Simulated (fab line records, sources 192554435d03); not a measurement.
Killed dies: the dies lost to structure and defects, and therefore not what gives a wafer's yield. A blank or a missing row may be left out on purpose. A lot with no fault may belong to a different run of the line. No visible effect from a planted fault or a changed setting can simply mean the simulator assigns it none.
Chamber matching :: flow n5_finfet :: ald_sin-02 running N5_BEOL_M3_ALD_98: 4 sister chambers
The step deposits SiO2, target thk 2.5 nm, pulse time 1 s, co reactant pulse time 1 s. 4 wafers are shown with their chamber, then 9 later ones without.

EACH WAFER AND ITS CHAMBER
wafer: L080.3
chamber: 2
heater_power_w (W): 77

wafer: L079.1
chamber: 3
heater_power_w (W): 91

wafer: L084.5
chamber: 0
heater_power_w (W): 78

wafer: L084.6
chamber: 1
heater_power_w (W): 72

WAFERS WHOSE CHAMBER IS MISSING
wafer: L086.1
heater_power_w (W): 77

wafer: L086.5
heater_power_w (W): 76

wafer: L086.6
heater_power_w (W): 72

wafer: L093.1
heater_power_w (W): 79

wafer: L093.2
heater_power_w (W): 91

wafer: L093.5
heater_power_w (W): 93

wafer: L095.1
heater_power_w (W): 77

wafer: L095.3
heater_power_w (W): 95

wafer: L095.5
heater_power_w (W): 95

WHICH CHAMBER EACH ONE RAN IN
wafer: L086.1
from the rows above: can't be placed: 2 or 0
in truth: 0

wafer: L086.5
from the rows above: can't be placed: 2 or 0 or 1
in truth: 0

wafer: L086.6
from the rows above: 1
in truth: 1

wafer: L093.1
from the rows above: can't be placed: 0 or 2
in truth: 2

wafer: L093.2
from the rows above: 3
in truth: 3

wafer: L093.5
from the rows above: 3
in truth: 3

wafer: L095.1
from the rows above: can't be placed: 2 or 0
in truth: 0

wafer: L095.3
from the rows above: 3
in truth: 3

wafer: L095.5
from the rows above: 3
in truth: 3
Correctly placed: 5 of 9. Unplaceable from these rows: 4, with the true chamber sitting among the candidates in 4. 0 placed wrongly.
How it was worked out, from the rows above alone: a wafer's distance from a chamber is the root of the sum, over the readings, of the square of ((its reading less the chamber's mean) divided by the reading's scatter). The wafer belongs to the nearest chamber; if the next one is less than 2 further off, it can't be placed. For every chamber, the mean is computed from those of its wafers that are shown. The scatter (one wafer shown for each chamber): square how far every hidden wafer sits from the nearest shown wafer, average those squares and take the square root.
